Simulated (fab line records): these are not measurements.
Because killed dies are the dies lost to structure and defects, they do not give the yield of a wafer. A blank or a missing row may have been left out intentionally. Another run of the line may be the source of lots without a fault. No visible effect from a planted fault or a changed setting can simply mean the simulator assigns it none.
3 desks, one fault ; flow nand-harc ; each desk has only its own numbers; what lay behind them comes last

## DESK OF THE TOOL OWNER: pecvd-onon-02
The tool's own readings at NHARC_A_ONON_D2_DEP_06 (target thk 1000 nm): means of the sampled wafers that have a number, for each lot that ran on this tool. A lot is out of limits, marked OUT, if its mean lies more than 4 standard deviations from the usual mean; the brackets give that distance.
Columns: A = sih4-flow-sccm at NHARC_A_ONON_D2_DEP_06, usual 210.1 sccm
lot;first seen here;A
L690;day 16 19:14;210.1
L692;day 17 11:55;209.7
L696;day 19 02:42;211.1
L697;day 19 07:46;210.2
L698;day 19 21:51;209.9
Finding of this desk: none of the 5 lots has anything out of limits.

## METROLOGY DESK
What the gauges read for every lot (on any tool): the sampled wafers with a number, averaged. A lot is out of limits, marked OUT, if its mean lies more than 4 standard deviations from the usual mean; the brackets give that distance.
Columns: A = thk-nm at NHARC_A_DECK1_JOINT_THK_MEAS_17, usual 44.9 nm; B = thk-nm at NHARC_A_ONON_D2_THK_MEAS_08, usual 997 nm
lot;first seen here;A;B
L680;day 12 04:05;44.7;984
L681;day 13 04:19;44.6;997
L683;day 13 12:50;45.6;1016
L684;day 14 02:54;45.0;1010
L686;day 14 09:28;44.7;999
L689;day 16 17:35;45.9;1000
L690;day 16 17:46;45.7;991
L692;day 17 10:39;43.7;999
L694;day 18 12:05;45.3;987
L696;day 19 01:20;45.2;721 (-37) OUT
L697;day 19 06:28;44.1;716 (-38) OUT
L698;day 19 20:34;44.6;734 (-36) OUT
L701;day 21 04:17;43.8;1005
L702;day 21 18:27;45.6;995
This desk finds L696, L697, L698 out of limits, L696 being first, at day 19 03:05 (thk-nm at NHARC_A_ONON_D2_THK_MEAS_08). Within limits: L680, L681, L683, L684, L686, L689, L690, L692, L694, L701, L702.

## THE DEFECT DESK
Per lot, the means of the sampled wafers with a number show what the inspections along the route counted. A lot is out of limits, marked OUT, if its mean lies more than 4 standard deviations from the usual mean; the brackets give that distance.
Columns: A = raw-defect-count at NHARC_A_DECK1_JOINT_INSPECT_05, usual 332
lot;first seen here;A
L680;day 12 04:07;229
L681;day 13 04:20;444
L683;day 13 12:52;185
L684;day 14 02:56;222
L686;day 14 09:30;165
L689;day 16 17:38;289
L690;day 16 17:47;452
L692;day 17 10:41;308
L694;day 18 12:07;299
L696;day 19 01:23;682
L697;day 19 06:31;217
L698;day 19 20:36;309
L701;day 21 04:19;352
L702;day 21 18:29;309
Finding of this desk: none of the 14 lots has anything out of limits.

## BROUGHT TOGETHER
On L696, L697, L698, the metrology desk was in a position to raise an alarm at day 19 03:05.
Nothing out of limits was seen by the tool owner's desk.
The defect desk saw nothing out of limits.
The tool owner's desk has L696, L697, L698 on record, within its limits.
The defect desk has L696, L697, L698 on record, within its limits.
NHARC_A_ONON_D2_DEP_06 was run on pecvd-onon-02 by each of the lots named.

## WHAT THE SIMULATOR PUT IN
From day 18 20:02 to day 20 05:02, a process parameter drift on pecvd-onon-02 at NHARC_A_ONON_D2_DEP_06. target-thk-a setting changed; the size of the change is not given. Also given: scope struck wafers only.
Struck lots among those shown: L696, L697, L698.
Per desk, hours elapsed from the start of the fault to the first reading out of limits: for the metrology desk, 7.
